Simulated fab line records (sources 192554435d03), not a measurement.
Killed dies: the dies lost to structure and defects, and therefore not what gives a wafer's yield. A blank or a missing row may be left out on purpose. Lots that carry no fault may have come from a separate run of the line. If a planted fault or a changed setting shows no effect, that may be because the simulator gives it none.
fab line records	flow n5Finfet
record: lots: 24	wafers: 72	lastDay: 17
route steps=1938 shown BEOL_M12@1637 BEOL_M13@1676
lots that met no fault: from a run of the same line without faults
startH: hours from the record's opening day to when the first of the lot's shown wafers began	waitH: how many hours have passed since the lot's step before this one	" identical to the entry in the row above	L1.1+2: a single row standing in for several wafers	- either no value or no given start	* or withheld: withheld	< > ~ a bound
route shown NAME@n: NAME is a module with steps in the file, n the number in the route of the first one	usual: the fault-free wafers' mean and standard deviation	same: alike in all rows	chamber/n: place in a boat	sites: readings site by site	_std_site: how widely they spread, as a standard deviation	_edge_site: mean of outer sites minus mean of inner sites	radiusMm: for every site, how far away it sits from the centre of the wafer	mask NAME#n: copy n	behind: tool/chamber where the wafer was last shaped	hold: what put the lot on hold/how long, in hours/how the hold closed	device: which transistor (n, p or np) failed to switch	end of line: tests run on the same wafers once the route is complete	where a step has no rows: the recipe by itself	killed: dies that structure and defects cost at the first sort, which is not the same as the wafer's yield	map: dies across one wafer; x = killed, . = not, _ = none there
set.NAME: the setting as run; set.NAME@STEP: as run at that earlier step	model.NAME: the simulator's own value behind a step, which no gauge read
route steps across a sampled set of lots; one table per step, one row per wafer
services: when a tool's chamber went out of use (startH, in hours from the record's first day, below 0 if earlier), for how many hours, and the reason
== steps ==
step: N5_BEOL_M12_ETCH_68
recipe: chemistry: N2/H2	target: SOC	maskMaterial: SiARC	sourceW: 3000	biasW: 350	tempC: 40	timeS: 285	ionEnergyEv: 200	pressureMtorr: 30	n2FlowSccm: 200	h2FlowSccm: 200
usual: drypumpMotorCurrentA: 6.0/0.39	oesProductAu: 0.79/0.094	rfVppV: 523.9/2.4	showerheadPlenumPTorr: 2.55/0.082	throttleValvePct: 17.81/0.27
same: timeS: 285
lot.wafer	tool	chamber	startH	waitH	drypumpMotorCurrentA	oesProductAu	rfHoursCounterH	rfVppV	showerheadPlenumPTorr	throttleValvePct
L075.2	rieDiel-03	2	236.56	0.1	5.8	0.88	31	524.4	2.59	17.85
L075.5	"	3	"	"	5.9	0.70	-	523.7	2.54	18.23
L075.6	"	0	"	"	6.5	0.85	-	524.0	2.61	18.21
L074.2	rieDiel-04	3	242.11	0.1	6.3	0.69	243	526.3	2.61	17.66
L074.4	"	0	"	"	6.0	0.72	213	519.2	2.41	17.73
L074.6	"	2	"	"	5.5	0.80	-	521.7	2.47	17.69
L076.3	rieDiel-03	0	245.94	0.1	6.5	0.86	56	525.5	2.61	18.22
L076.4	"	2	"	"	5.8	0.87	34	526.0	2.59	17.84
L076.5	"	2	"	"	5.8	0.87	-	525.9	2.59	17.86
L077.1	rieDiel-06	1	252.25	0.1	6.6	0.92	32	524.8	2.59	17.41
L077.2	"	0	"	"	6.1	0.84	54	528.4	2.69	17.79
L077.5	"	0	"	"	6.1	0.85	-	527.4	2.69	17.79
L078.1	rieDiel-04	1	256.46	0.1	6.6	0.71	226	525.3	2.64	18.01
L078.4	"	2	"	"	5.5	0.79	84	521.4	2.47	17.70
L078.6	"	0	"	"	6.0	0.70	-	520.9	2.41	17.70
L080.2	rieDiel-03	1	257.28	0.1	5.5	0.69	214	526.1	2.61	17.71
L080.4	"	3	"	"	5.9	0.70	218	523.0	2.54	18.26
L080.5	"	1	"	"	5.5	0.69	-	525.5	2.61	17.69
L079.2	rieDiel-06	2	263.03	0.1	5.9	0.92	19	522.7	2.49	17.57
L079.4	"	3	"	"	5.5	0.71	217	525.2	2.54	18.13
L079.6	"	0	"	"	6.1	0.84	-	527.9	2.68	17.80
L083.3	rieDiel-03	2	279.03	0.1	5.8	0.85	45	524.3	2.58	17.87
L083.4	"	3	"	"	5.8	0.70	225	524.3	2.53	18.25
L083.6	"	1	"	"	5.6	0.68	-	524.8	2.61	17.72
L081.4	rieDiel-06	2	279.06	0.1	6.0	0.91	26	523.8	2.49	17.60
L081.5	"	2	"	"	6.0	0.91	-	522.2	2.49	17.61
L081.6	"	1	"	"	6.6	0.90	-	523.5	2.59	17.45
L082.3	rieDiel-03	1	285.26	0.1	5.5	0.67	223	525.7	2.61	17.71
L082.5	"	1	"	"	5.5	0.68	-	526.4	2.61	17.70
L082.6	"	2	"	"	5.8	0.86	-	526.6	2.58	17.86
L085.2	rieDiel-04	1	292.72	0.1	6.7	0.69	241	525.3	2.63	18.01
L085.3	"	0	"	"	6.0	0.69	233	520.6	2.40	17.75
L085.6	"	3	"	"	6.3	0.98	-	525.0	2.61	17.21
L084.1	rieDiel-03	0	309.19	0.1	6.5	0.83	77	524.5	2.60	18.25
L084.3	"	1	"	"	5.6	0.68	231	526.1	2.60	17.71
L084.4	"	2	"	"	5.8	0.84	54	524.4	2.58	17.88
L086.2	rieDiel-04	0	310.52	0.1	6.0	0.68	240	520.0	2.40	17.75
L086.3	"	2	"	"	5.5	0.77	106	521.5	2.46	17.73
L086.6	"	2	"	"	5.5	0.77	-	519.8	2.46	17.75
L087.2	rieDiel-06	0	311.98	0.1	6.1	0.83	73	527.8	2.68	17.83
L087.4	"	1	"	"	6.7	0.88	52	524.7	2.58	17.45
L087.6	"	0	"	"	6.1	0.82	-	528.1	2.68	17.83
L088.2	rieDiel-06	3	332.10	0.1	5.5	0.69	238	521.9	2.53	18.15
L088.4	"	0	"	"	6.0	0.82	81	527.6	2.67	17.83
L088.6	"	1	"	"	6.6	0.86	-	523.1	2.58	17.47
L089.1	rieDiel-04	3	333.32	0.1	6.3	0.94	20	524.8	2.60	17.25
L089.4	"	1	"	"	6.6	0.69	249	525.3	2.63	18.02
L089.6	"	1	"	"	6.6	0.69	-	524.2	2.63	18.02
L090.2	rieDiel-03	0	338.11	0.1	6.5	0.82	87	524.1	2.59	18.26
L090.4	"	2	"	"	5.8	0.84	63	524.8	2.58	17.89
L090.6	"	0	"	"	6.5	0.82	-	523.8	2.59	18.27
L091.3	rieDiel-04	0	339.53	0.1	6.0	0.68	250	520.5	2.40	17.78
L091.4	"	0	"	"	6.0	0.68	-	520.6	2.40	17.78
L091.6	"	3	"	"	6.3	0.94	-	525.8	2.60	17.24
L093.4	rieDiel-06	2	344.57	0.1	5.9	0.87	49	522.5	2.48	17.64
L093.5	"	0	"	"	6.1	0.81	-	528.1	2.67	17.86
L093.6	"	1	"	"	6.6	0.86	-	523.8	2.58	17.48
L094.1	rieDiel-06	0	351.64	0.1	6.1	0.81	89	527.2	2.67	17.86
L094.4	"	3	"	"	5.5	0.70	245	523.2	2.52	18.16
L094.6	"	0	"	"	6.1	0.80	-	527.6	2.67	17.86
L092.1	rieDiel-04	0	353.75	0.1	6.0	0.68	257	520.6	2.39	17.80
L092.3	"	2	"	"	5.5	0.76	126	521.2	2.45	17.78
L092.4	"	1	"	"	6.6	0.97	-	526.0	2.62	17.60
L095.2	rieDiel-04	0	358.93	0.1	6.0	0.69	259	520.3	2.39	17.80
L095.5	"	2	"	"	5.5	0.76	-	520.6	2.45	17.78
L095.6	"	0	"	"	6.0	0.68	-	519.0	2.39	17.78
L096.2	rieDiel-03	0	362.76	0.1	6.5	0.82	97	523.7	2.59	18.28
L096.4	"	1	"	"	5.5	0.67	-	525.6	2.60	17.76
L096.5	"	0	"	"	6.5	0.81	-	525.6	2.59	18.31
L097.2	rieDiel-04	2	367.63	0.1	5.6	0.75	132	521.3	2.45	17.79
L097.5	"	2	"	"	5.5	0.75	-	521.4	2.45	17.80
L097.6	"	0	"	"	6.0	0.68	-	519.6	2.39	17.78
step: N5_BEOL_M12_TRENCH_ETCH_34
recipe: chemistry: C4F8/O2/Ar	target: SiOC	targetDepthA: 3189.5	maskMaterial: SOC	pressureMtorr: 30	sourceW: 3000	biasW: 700	Ar_flow_sccm: 400	C4F8_flow_sccm: 15	O2_flow_sccm: 8	heInnerTorr: 15	heOuterTorr: 30	timeS: 125.5	ionEnergyEv: 250
usual: drypumpMotorCurrentA: 6.0/0.39	mfcArSccm: 399.9/1.2	oesProductAu: 0.79/0.093	rfVppV: 666/3	showerheadPlenumPTorr: 3.42/0.1	throttleValvePct: 24.14/0.3
same: timeS: 125.5
lot.wafer	tool	chamber	startH	waitH	drypumpMotorCurrentA	mfcArSccm	oesProductAu	rfHoursCounterH	rfVppV	showerheadPlenumPTorr	throttleValvePct
L075.2	rieDiel-03	2	236.74	0.0	5.8	400.2	0.87	31	666	3.52	24.51
L075.5	"	3	"	"	5.9	397.8	0.71	-	665	3.39	24.46
L075.6	"	0	"	"	6.6	401.5	0.86	-	666	3.47	24.53
L074.2	rieDiel-04	3	242.29	0.0	6.3	399.9	0.69	244	668	3.46	23.83
L074.4	"	0	"	"	6.0	399.5	0.71	213	661	3.23	23.92
L074.6	"	2	"	"	5.5	401.3	0.80	-	662	3.33	24.06
L076.3	rieDiel-03	0	246.13	0.0	6.5	400.5	0.86	56	668	3.47	24.53
L076.4	"	2	"	"	5.8	398.8	0.87	34	668	3.51	24.51
L076.5	"	2	"	"	5.8	397.4	0.87	-	666	3.51	24.50
L077.1	rieDiel-06	1	252.43	0.0	6.6	398.7	0.91	32	668	3.47	23.85
L077.2	"	0	"	"	6.1	398.4	0.85	54	671	3.61	24.38
L077.5	"	0	"	"	6.1	400.4	0.85	-	669	3.61	24.38
L078.1	rieDiel-04	1	256.64	0.0	6.6	399.1	0.71	226	666	3.46	24.01
L078.4	"	2	"	"	5.5	398.8	0.80	84	662	3.32	24.08
L078.6	"	0	"	"	6.0	399.5	0.71	-	660	3.23	23.93
L080.2	rieDiel-03	1	257.46	0.0	5.5	400.0	0.68	214	667	3.51	24.03
L080.4	"	3	"	"	5.9	401.9	0.71	218	663	3.38	24.45
L080.5	"	1	"	"	5.5	400.7	0.69	-	667	3.51	24.01
L079.2	rieDiel-06	2	263.22	0.0	6.0	399.4	0.93	20	664	3.35	24.05
L079.4	"	3	"	"	5.5	398.6	0.71	217	665	3.38	24.27
L079.6	"	0	"	"	6.1	398.3	0.83	-	671	3.61	24.38
L083.3	rieDiel-03	2	279.21	0.0	5.8	399.4	0.86	45	666	3.51	24.53
L083.4	"	3	"	"	5.8	399.9	0.69	225	664	3.38	24.49
L083.6	"	1	"	"	5.5	398.4	0.68	-	668	3.51	24.03
L081.4	rieDiel-06	2	279.25	0.0	5.9	400.1	0.91	26	663	3.35	24.08
L081.5	"	2	"	"	6.0	400.6	0.90	-	664	3.35	24.08
L081.6	"	1	"	"	6.6	398.8	0.90	-	668	3.46	23.86
L082.3	rieDiel-03	1	285.44	0.0	5.5	399.3	0.69	223	667	3.51	24.05
L082.5	"	1	"	"	5.5	399.8	0.68	-	667	3.51	24.05
L082.6	"	2	"	"	5.8	399.0	0.85	-	667	3.51	24.53
L085.2	rieDiel-04	1	292.90	0.0	6.6	400.7	0.69	241	668	3.45	24.03
L085.3	"	0	"	"	6.0	400.9	0.70	233	660	3.22	23.93
L085.6	"	3	"	"	6.3	398.8	0.98	-	667	3.45	23.45
L084.1	rieDiel-03	0	309.37	0.0	6.5	397.9	0.83	77	666	3.46	24.55
L084.3	"	1	"	"	5.6	398.3	0.68	231	670	3.50	24.06
L084.4	"	2	"	"	5.8	399.8	0.85	54	666	3.50	24.53
L086.2	rieDiel-04	0	310.70	0.0	6.0	401.9	0.69	240	660	3.22	23.97
L086.3	"	2	"	"	5.5	400.3	0.77	106	661	3.31	24.11
L086.6	"	2	"	"	5.6	399.9	0.77	-	661	3.31	24.11
L087.2	rieDiel-06	0	312.17	0.0	6.1	398.2	0.82	74	672	3.60	24.39
L087.4	"	1	"	"	6.6	398.8	0.88	52	668	3.46	23.88
L087.6	"	0	"	"	6.1	399.3	0.83	-	670	3.60	24.41
L088.2	rieDiel-06	3	332.28	0.0	5.6	399.1	0.70	238	664	3.37	24.29
L088.4	"	0	"	"	6.1	399.9	0.81	82	670	3.59	24.37
L088.6	"	1	"	"	6.6	400.5	0.87	-	666	3.45	23.90
L089.1	rieDiel-04	3	333.50	0.0	6.3	401.0	0.93	20	668	3.44	23.45
L089.4	"	1	"	"	6.6	400.2	0.69	249	668	3.45	24.05
L089.6	"	1	"	"	6.6	400.6	0.68	-	669	3.45	24.04
L090.2	rieDiel-03	0	338.29	0.0	6.5	400.0	0.82	87	669	3.45	24.57
L090.4	"	2	"	"	5.9	397.5	0.83	63	667	3.50	24.57
L090.6	"	0	"	"	6.5	399.4	0.82	-	666	3.45	24.56
L091.3	rieDiel-04	0	339.71	0.0	6.0	400.9	0.68	250	662	3.22	23.95
L091.4	"	0	"	"	6.0	400.4	0.69	-	660	3.21	23.95
L091.6	"	3	"	"	6.3	399.3	0.92	-	668	3.44	23.46
L093.4	rieDiel-06	2	344.76	0.0	5.9	401.1	0.87	49	664	3.34	24.11
L093.5	"	0	"	"	6.0	401.9	0.80	-	670	3.59	24.41
L093.6	"	1	"	"	6.6	400.4	0.86	-	666	3.45	23.90
L094.1	rieDiel-06	0	351.82	0.0	6.0	401.2	0.81	90	669	3.59	24.41
L094.4	"	3	"	"	5.6	399.7	0.68	246	666	3.36	24.30
L094.6	"	0	"	"	6.1	402.5	0.81	-	672	3.59	24.42
L092.1	rieDiel-04	0	353.93	0.0	6.0	401.2	0.68	258	659	3.21	23.97
L092.3	"	2	"	"	5.5	399.2	0.75	126	662	3.30	24.14
L092.4	"	1	"	"	6.6	398.7	0.96	-	666	3.45	23.73
L095.2	rieDiel-04	0	359.12	0.0	6.0	399.0	0.67	259	660	3.21	23.96
L095.5	"	2	"	"	5.6	401.0	0.76	-	662	3.30	24.14
L095.6	"	0	"	"	6.0	398.6	0.68	-	659	3.21	23.97
L096.2	rieDiel-03	0	362.94	0.0	6.5	399.5	0.80	97	666	3.45	24.60
L096.4	"	1	"	"	5.5	398.7	0.66	-	667	3.49	24.07
L096.5	"	0	"	"	6.5	397.6	0.81	-	668	3.45	24.58
L097.2	rieDiel-04	2	367.82	0.0	5.5	401.3	0.75	132	663	3.30	24.12
L097.5	"	1	"	"	6.6	401.7	0.93	-	667	3.44	23.74
L097.6	"	2	"	"	5.5	400.6	0.75	-	661	3.30	24.13
step: N5_BEOL_M12_RS_MEAS_54
recipe: thkMeasGauge: four-point-probe	reads: Cu_of_BEOL_M12_ECD_47+Ta_of_BEOL_M12_SPUTTER_44+TaN_of_BEOL_M12_SPUTTER_43
usual: M12_RS: 0.0603/0.00099
lot.wafer	tool	chamber	startH	waitH	M12_RS[ohm/sq]
L075.2	filmMetro-01	-	240.42	0.0	0.0614
L075.5	"	-	"	"	0.0608
L075.6	"	-	"	"	0.0598
L074.2	filmMetro-02	-	246.48	0.0	0.0606
L074.4	"	-	"	"	0.0612
L074.6	"	-	"	"	0.0596
L076.3	filmMetro-02	-	248.18	0.0	0.0583
L076.4	"	-	"	"	0.0604
L076.5	"	-	"	"	0.0609
L077.1	filmMetro-02	-	255.80	0.1	0.0597
L077.2	"	-	"	"	0.0596
L077.5	"	-	"	"	0.0596
L078.1	filmMetro-02	-	259.80	0.0	0.0620
L078.4	"	-	"	"	0.0601
L078.6	"	-	"	"	0.0606
L080.2	filmMetro-01	-	260.52	0.0	0.0610
L080.4	"	-	"	"	0.0599
L080.5	"	-	"	"	0.0605
L079.2	filmMetro-02	-	266.84	0.1	0.0601
L079.4	"	-	"	"	0.0627
L079.6	"	-	"	"	0.0601
L083.3	filmMetro-01	-	280.91	0.0	0.0610
L083.4	"	-	"	"	0.0607
L083.6	"	-	"	"	0.0617
L081.4	filmMetro-02	-	281.17	0.0	0.0597
L081.5	"	-	"	"	0.0597
L081.6	"	-	"	"	0.0601
L082.3	filmMetro-02	-	291.15	0.0	0.0606
L082.5	"	-	"	"	0.0605
L082.6	"	-	"	"	0.0602
L085.2	filmMetro-01	-	295.94	0.0	0.0609
L085.3	"	-	"	"	0.0610
L085.6	"	-	"	"	0.0591
L084.1	filmMetro-01	-	311.90	0.0	0.0587
L084.3	"	-	"	"	0.0606
L084.4	"	-	"	"	0.0606
L086.2	filmMetro-02	-	312.67	0.1	0.0610
L086.3	"	-	"	"	0.0601
L086.6	"	-	"	"	0.0600
L087.2	filmMetro-01	-	316.02	0.0	0.0594
L087.4	"	-	"	"	0.0597
L087.6	"	-	"	"	0.0587
L088.2	filmMetro-01	-	336.82	0.0	0.0616
L088.4	"	-	"	"	0.0596
L088.6	"	-	"	"	0.0593
L089.1	filmMetro-01	-	337.91	0.0	0.0599
L089.4	"	-	"	"	0.0621
L089.6	"	-	"	"	0.0626
L090.2	filmMetro-02	-	341.89	0.0	0.0586
L090.4	"	-	"	"	0.0610
L090.6	"	-	"	"	0.0589
L091.3	filmMetro-02	-	342.89	0.0	0.0607
L091.4	"	-	"	"	0.0608
L091.6	"	-	"	"	0.0600
L093.4	filmMetro-01	-	347.57	0.0	0.0593
L093.5	"	-	"	"	0.0595
L093.6	"	-	"	"	0.0601
L094.1	filmMetro-01	-	357.29	0.0	0.0601
L094.4	"	-	"	"	0.0626
L094.6	"	-	"	"	0.0600
L092.1	filmMetro-02	-	358.71	0.0	0.0614
L092.3	"	-	"	"	0.0602
L092.4	"	-	"	"	0.0616
L095.2	filmMetro-02	-	362.37	0.0	0.0611
L095.5	"	-	"	"	0.0588
L095.6	"	-	"	"	0.0607
L096.2	filmMetro-01	-	366.52	0.0	0.0585
L096.4	"	-	"	"	0.0608
L096.5	"	-	"	"	0.0582
L097.2	filmMetro-01	-	370.11	0.0	0.0593
L097.5	"	-	"	"	0.0613
L097.6	"	-	"	"	0.0591
step: N5_BEOL_M13_STRIP_64
recipe: chemistry: N2/H2	powerW: 1000	tempC: 250	h2Frac: 0.65	overashFraction: 0.3	pressureMtorr: withheld	n2FlowSccm: 1750	h2FlowSccm: 3250
usual: drypumpMotorCurrentA: 5.47/0.21	heaterPowerW: 311/17	oesProductAu: 0.715/0.0046	stripTimeToEndpointS: 31.32/0.078
lot.wafer	tool	chamber	startH	waitH	drypumpMotorCurrentA	heaterPowerW	oesProductAu	rfHoursCounterH	stripTimeToEndpointS
L075.2	plasmaAsher-02	1	241.56	0.0	5.60	322	0.707	121	31.36
L075.5	"	0	"	"	5.16	322	0.720	-	31.35
L075.6	"	1	"	"	5.65	312	0.714	-	31.32
L074.2	plasmaAsher-01	0	247.73	0.0	5.66	278	0.715	69	31.32
L074.4	"	1	"	"	5.50	316	0.718	-	31.30
L074.6	"	1	"	"	5.49	308	0.719	-	31.40
L076.3	plasmaAsher-02	1	249.19	0.0	5.64	314	0.722	-	31.46
L076.4	"	0	"	"	5.16	331	0.716	-	31.48
L076.5	"	0	"	"	5.19	324	0.713	-	31.42
L077.1	plasmaAsher-02	1	256.79	0.0	5.64	319	0.711	124	31.31
L077.2	"	0	"	"	5.16	328	0.715	124	31.40
L077.5	"	1	"	"	5.62	324	0.718	-	31.37
L078.1	plasmaAsher-02	0	261.11	0.0	5.15	319	0.710	125	31.33
L078.4	"	1	"	"	5.63	318	0.714	-	31.45
L078.6	"	0	"	"	5.14	327	0.717	-	31.31
L080.2	plasmaAsher-02	0	261.64	0.0	5.14	330	0.718	126	31.24
L080.4	"	1	"	"	5.62	317	0.717	-	31.34
L080.5	"	1	"	"	5.63	307	0.703	-	31.32
L079.2	plasmaAsher-02	1	267.95	0.0	5.64	315	0.715	126	31.42
L079.4	"	1	"	"	5.63	318	0.713	-	31.38
L079.6	"	1	"	"	5.63	321	0.714	-	31.36
L083.3	plasmaAsher-01	1	281.94	0.0	5.49	302	0.715	-	31.37
L083.4	"	0	"	"	5.66	283	0.709	-	31.45
L083.6	"	1	"	"	5.49	319	0.717	-	31.30
L081.4	plasmaAsher-01	1	282.45	0.0	5.50	316	0.714	-	31.32
L081.5	"	0	"	"	5.61	285	0.711	-	31.36
L081.6	"	1	"	"	5.50	306	0.718	-	31.22
L082.3	plasmaAsher-02	0	292.16	0.0	5.21	327	0.719	-	31.33
L082.5	"	0	"	"	5.15	324	0.712	-	31.21
L082.6	"	1	"	"	5.64	308	0.718	-	31.29
L085.2	plasmaAsher-02	1	298.66	0.0	5.61	321	0.715	132	31.35
L085.3	"	1	"	"	5.61	321	0.716	-	31.44
L085.6	"	1	"	"	5.65	320	0.708	-	31.45
L084.1	plasmaAsher-02	1	313.06	0.0	5.62	313	0.718	135	31.16
L084.3	"	0	"	"	5.15	320	0.714	-	31.14
L084.4	"	1	"	"	5.61	315	0.717	-	31.20
L086.2	plasmaAsher-02	1	313.78	0.0	5.65	321	0.712	135	31.34
L086.3	"	0	"	"	5.14	328	0.710	-	31.29
L086.6	"	1	"	"	5.66	327	0.720	-	31.28
L087.2	plasmaAsher-02	1	317.00	0.0	5.62	325	0.710	136	31.33
L087.4	"	1	"	"	5.64	321	0.720	-	31.33
L087.6	"	1	"	"	5.64	322	0.719	-	31.27
L088.2	plasmaAsher-01	0	337.80	0.0	5.68	284	0.712	86	31.27
L088.4	"	0	"	"	5.67	277	0.714	-	31.29
L088.6	"	0	"	"	5.66	278	0.710	-	31.24
L089.1	plasmaAsher-02	0	338.90	0.0	5.16	319	0.710	140	31.41
L089.4	"	1	"	"	5.63	319	0.722	-	31.35
L089.6	"	1	"	"	5.60	318	0.713	-	31.32
L090.2	plasmaAsher-01	1	343.06	0.0	5.51	312	0.713	88	31.31
L090.4	"	1	"	"	5.50	302	0.717	-	31.31
L090.6	"	1	"	"	5.51	302	0.717	-	31.30
L091.3	plasmaAsher-01	1	343.91	0.0	5.49	318	0.716	-	31.33
L091.4	"	0	"	"	5.64	289	0.712	-	31.26
L091.6	"	0	"	"	5.66	281	0.710	-	31.35
L093.4	plasmaAsher-01	1	348.70	0.0	5.51	305	0.719	-	31.43
L093.5	"	1	"	"	5.51	307	0.717	-	31.47
L093.6	"	0	"	"	5.67	274	0.712	-	31.40
L094.1	plasmaAsher-01	1	358.80	0.0	5.50	308	0.714	92	31.33
L094.4	"	0	"	"	5.67	286	0.714	-	31.30
L094.6	"	0	"	"	5.63	275	0.718	-	31.27
L092.1	plasmaAsher-02	0	360.28	0.0	5.15	323	0.713	143	31.28
L092.3	"	1	"	"	5.63	313	0.721	-	31.27
L092.4	"	0	"	"	5.16	320	0.718	-	31.20
L095.2	plasmaAsher-01	1	363.48	0.0	5.49	312	0.713	93	31.35
L095.5	"	1	"	"	5.48	313	0.710	-	31.30
L095.6	"	0	"	"	5.66	280	0.709	-	31.24
L096.2	plasmaAsher-02	0	367.50	0.0	5.17	333	0.703	146	31.29
L096.4	"	1	"	"	5.66	310	0.709	-	31.22
L096.5	"	1	"	"	5.64	319	0.718	-	31.23
L097.2	plasmaAsher-01	0	371.22	0.0	5.66	282	0.721	94	31.23
L097.5	"	1	"	"	5.51	310	0.717	-	31.31
L097.6	"	0	"	"	5.65	282	0.711	-	31.24
step: N5_BEOL_M13_PRE_CLEAN_42
recipe: gas: H2/He	timeS: 30	tempC: 250
usual: heaterPowerW: 325/35
same: timeS: 30
lot.wafer	tool	chamber	startH	waitH	heaterPowerW
L075.2	pvdSputter-01	-	244.85	0.0	360
L075.5	"	-	"	"	333
L075.6	"	-	"	"	362
L074.2	pvdSputter-02	-	250.64	0.0	403
L074.4	"	-	"	"	347
L074.6	"	-	"	"	308
L076.3	pvdSputter-02	-	251.64	0.0	347
L076.4	"	-	"	"	341
L076.5	"	-	"	"	304
L077.1	pvdSputter-03	-	258.80	0.0	314
L077.2	"	-	"	"	308
L077.5	"	-	"	"	320
L078.1	pvdSputter-03	-	264.28	0.0	326
L078.4	"	-	"	"	320
L078.6	"	-	"	"	313
L080.2	pvdSputter-01	-	264.70	0.0	342
L080.4	"	-	"	"	363
L080.5	"	-	"	"	303
L079.2	pvdSputter-02	-	269.71	0.0	342
L079.4	"	-	"	"	307
L079.6	"	-	"	"	341
L083.3	pvdSputter-03	-	284.88	0.0	321
L083.4	"	-	"	"	305
L083.6	"	-	"	"	300
L081.4	pvdSputter-03	-	287.80	0.0	303
L081.5	"	-	"	"	307
L081.6	"	-	"	"	285
L082.3	pvdSputter-03	-	294.70	0.0	324
L082.5	"	-	"	"	280
L082.6	"	-	"	"	326
L085.2	pvdSputter-03	-	304.15	0.0	326
L085.3	"	-	"	"	281
L085.6	"	-	"	"	276
L084.1	pvdSputter-03	-	314.66	0.0	288
L084.3	"	-	"	"	300
L084.4	"	-	"	"	317
L086.2	pvdSputter-03	-	317.12	0.0	319
L086.3	"	-	"	"	302
L086.6	"	-	"	"	277
L087.2	pvdSputter-02	-	319.87	0.0	334
L087.4	"	-	"	"	306
L087.6	"	-	"	"	299
L088.2	pvdSputter-02	-	339.57	0.0	396
L088.4	"	-	"	"	338
L088.6	"	-	"	"	341
L089.1	pvdSputter-02	-	340.73	0.0	348
L089.4	"	-	"	"	309
L089.6	"	-	"	"	308
L090.2	pvdSputter-01	-	346.88	0.0	365
L090.4	"	-	"	"	327
L090.6	"	-	"	"	374
L091.3	pvdSputter-03	-	346.90	0.0	312
L091.4	"	-	"	"	282
L091.6	"	-	"	"	302
L093.4	pvdSputter-02	-	350.80	0.0	409
L093.5	"	-	"	"	346
L093.6	"	-	"	"	312
L094.1	pvdSputter-01	-	362.33	0.0	277
L094.4	"	-	"	"	307
L094.6	"	-	"	"	278
L092.1	pvdSputter-02	-	362.37	0.0	311
L092.3	"	-	"	"	342
L092.4	"	-	"	"	352
L095.2	pvdSputter-01	-	365.77	0.0	306
L095.5	"	-	"	"	308
L095.6	"	-	"	"	331
L096.2	pvdSputter-01	-	371.93	0.0	279
L096.4	"	-	"	"	378
L096.5	"	-	"	"	272
L097.2	pvdSputter-01	-	373.73	0.0	335
L097.5	"	-	"	"	338
L097.6	"	-	"	"	373
step: N5_BEOL_M13_SPUTTER_43
recipe: material: TaN	targetThkA: 150	tempC: 50	biasV: 168.6	powerW: 15000	chamberPressurePa: 0.12	timeS: 24.19
usual: throttleValvePct: 30.0/0.93
same: timeS: 24.19
lot.wafer	tool	chamber	startH	waitH	throttleValvePct
L075.2	pvdSputter-01	-	244.89	0.0	30.8
L075.5	"	-	"	"	27.8
L075.6	"	-	"	"	30.7
L074.2	pvdSputter-02	-	250.68	0.0	30.2
L074.4	"	-	"	"	30.2
L074.6	"	-	"	"	30.2
L076.3	pvdSputter-02	-	251.68	0.0	30.5
L076.4	"	-	"	"	30.8
L076.5	"	-	"	"	30.3
L077.1	pvdSputter-03	-	258.84	0.0	31.4
L077.2	"	-	"	"	30.3
L077.5	"	-	"	"	28.7
L078.1	pvdSputter-03	-	264.32	0.0	28.8
L078.4	"	-	"	"	31.3
L078.6	"	-	"	"	31.4
L080.2	pvdSputter-01	-	264.74	0.0	27.4
L080.4	"	-	"	"	30.6
L080.5	"	-	"	"	30.5
L079.2	pvdSputter-02	-	269.75	0.0	30.3
L079.4	"	-	"	"	30.2
L079.6	"	-	"	"	30.4
L083.3	pvdSputter-03	-	284.92	0.0	31.1
L083.4	"	-	"	"	30.4
L083.6	"	-	"	"	29.8
L081.4	pvdSputter-03	-	287.84	0.0	30.1
L081.5	"	-	"	"	30.2
L081.6	"	-	"	"	29.5
L082.3	pvdSputter-03	-	294.74	0.0	31.3
L082.5	"	-	"	"	29.5
L082.6	"	-	"	"	31.3
L085.2	pvdSputter-03	-	304.19	0.0	28.6
L085.3	"	-	"	"	29.6
L085.6	"	-	"	"	29.6
L084.1	pvdSputter-03	-	314.70	0.0	29.7
L084.3	"	-	"	"	30.2
L084.4	"	-	"	"	31.1
L086.2	pvdSputter-03	-	317.16	0.0	30.9
L086.3	"	-	"	"	30.0
L086.6	"	-	"	"	29.7
L087.2	pvdSputter-02	-	319.91	0.0	30.3
L087.4	"	-	"	"	30.3
L087.6	"	-	"	"	30.2
L088.2	pvdSputter-02	-	339.61	0.0	30.3
L088.4	"	-	"	"	30.5
L088.6	"	-	"	"	30.4
L089.1	pvdSputter-02	-	340.77	0.0	30.3
L089.4	"	-	"	"	30.2
L089.6	"	-	"	"	30.4
L090.2	pvdSputter-01	-	346.92	0.0	30.8
L090.4	"	-	"	"	27.8
L090.6	"	-	"	"	30.6
L091.3	pvdSputter-03	-	346.94	0.0	31.2
L091.4	"	-	"	"	29.7
L091.6	"	-	"	"	30.0
L093.4	pvdSputter-02	-	350.84	0.0	30.7
L093.5	"	-	"	"	30.3
L093.6	"	-	"	"	30.4
L094.1	pvdSputter-01	-	362.37	0.0	29.9
L094.4	"	-	"	"	30.6
L094.6	"	-	"	"	30.0
L092.1	pvdSputter-02	-	362.41	0.0	30.1
L092.3	"	-	"	"	30.7
L092.4	"	-	"	"	30.5
L095.2	pvdSputter-01	-	365.81	0.0	30.5
L095.5	"	-	"	"	30.5
L095.6	"	-	"	"	27.5
L096.2	pvdSputter-01	-	371.97	0.0	30.0
L096.4	"	-	"	"	30.7
L096.5	"	-	"	"	30.0
L097.2	pvdSputter-01	-	373.77	0.0	27.4
L097.5	"	-	"	"	27.9
L097.6	"	-	"	"	30.4
== services ==
tool	chamber	startH	hours	kind
rieDiel-06	-	225.12	1.1	repair
rieDiel-04	3	261.32	-	clean
rieDiel-04	3	261.32	-	consumableReplace:focusRing
rieDiel-04	3	261.32	18.6	scheduledDown
rieDiel-04	3	261.32	18.6	ventCycle
rieDiel-04	-	273.17	0.6	repair
plasmaAsher-01	-	292.34	1.9	repair
rieDiel-04	1	300.68	13.4	repair
plasmaAsher-01	-	315.45	2.8	pm
rieDiel-04	0	318.84	5.6	repair
rieDiel-06	3	325.95	5.6	repair
rieDiel-04	1	335.80	-	clean
rieDiel-04	1	335.80	-	consumableReplace:focusRing
rieDiel-04	1	335.80	14.1	scheduledDown
rieDiel-04	1	335.80	14.1	ventCycle
plasmaAsher-02	-	348.35	4.3	pm
rieDiel-03	3	352.70	-	clean
rieDiel-03	3	352.70	-	consumableReplace:focusRing
rieDiel-03	3	352.70	27.8	scheduledDown
rieDiel-03	3	352.70	27.8	ventCycle
pvdSputter-03	-	352.72	1.3	repair
rieDiel-06	3	365.82	-	clean
rieDiel-06	3	365.82	-	consumableReplace:focusRing
== key ==
fault none
